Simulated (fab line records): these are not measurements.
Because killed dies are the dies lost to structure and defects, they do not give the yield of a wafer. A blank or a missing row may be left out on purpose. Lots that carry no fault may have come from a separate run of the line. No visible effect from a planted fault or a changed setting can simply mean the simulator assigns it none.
Matching of chambers || flow nand harc || NHARC_A_STAIRCASE_ETCH_292 on rie diel-13: 4 sister chambers
The step etches the open film in CF4/CHF3. 4 wafers are shown with their chamber, then 9 later ones without.

## EACH WAFER AND ITS CHAMBER
{"wafer": "L081.2", "chamber": 1, "drypump motor current A (A)": 5.6}
{"wafer": "L081.3", "chamber": 3, "drypump motor current A (A)": 6.3}
{"wafer": "L081.4", "chamber": 0, "drypump motor current A (A)": 5.6}
{"wafer": "L081.5", "chamber": 2, "drypump motor current A (A)": 4.9}

## WAFERS WHOSE CHAMBER IS MISSING
{"wafer": "L082.4", "drypump motor current A (A)": 5.6}
{"wafer": "L082.5", "drypump motor current A (A)": 5.6}
{"wafer": "L082.6", "drypump motor current A (A)": 5.6}
{"wafer": "L084.3", "drypump motor current A (A)": 5.6}
{"wafer": "L084.4", "drypump motor current A (A)": 5.6}
{"wafer": "L084.6", "drypump motor current A (A)": 5.0}
{"wafer": "L089.1", "drypump motor current A (A)": 5.6}
{"wafer": "L089.2", "drypump motor current A (A)": 5.0}
{"wafer": "L089.6", "drypump motor current A (A)": 5.6}

## THE CHAMBER EACH PASSED THROUGH
{"wafer": "L082.4", "from the rows above": "can't be placed: 0 or 1", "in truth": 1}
{"wafer": "L082.5", "from the rows above": "can't be placed: 0 or 1", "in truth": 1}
{"wafer": "L082.6", "from the rows above": "can't be placed: 0 or 1", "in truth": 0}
{"wafer": "L084.3", "from the rows above": "can't be placed: 0 or 1", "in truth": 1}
{"wafer": "L084.4", "from the rows above": "can't be placed: 0 or 1", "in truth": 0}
{"wafer": "L084.6", "from the rows above": 2, "in truth": 2}
{"wafer": "L089.1", "from the rows above": "can't be placed: 0 or 1", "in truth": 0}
{"wafer": "L089.2", "from the rows above": 2, "in truth": 2}
{"wafer": "L089.6", "from the rows above": "can't be placed: 0 or 1", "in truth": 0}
Correct placement for 2 of the 9. Not placeable from these rows: 7 (in 7, the candidates include the true chamber). Number placed wrongly: 0.
How it was worked out, from the rows above alone: a wafer's distance from a chamber is the root of the sum, over the readings, of the square of ((its reading less the chamber's mean) divided by the reading's scatter). The wafer belongs to the nearest chamber; if the next one is less than 2 further off, it can't be placed. For every chamber, the mean is computed from those of its wafers that are shown. The scatter: root of mean squared gap, hidden wafer to nearest shown wafer, with one shown wafer a chamber.
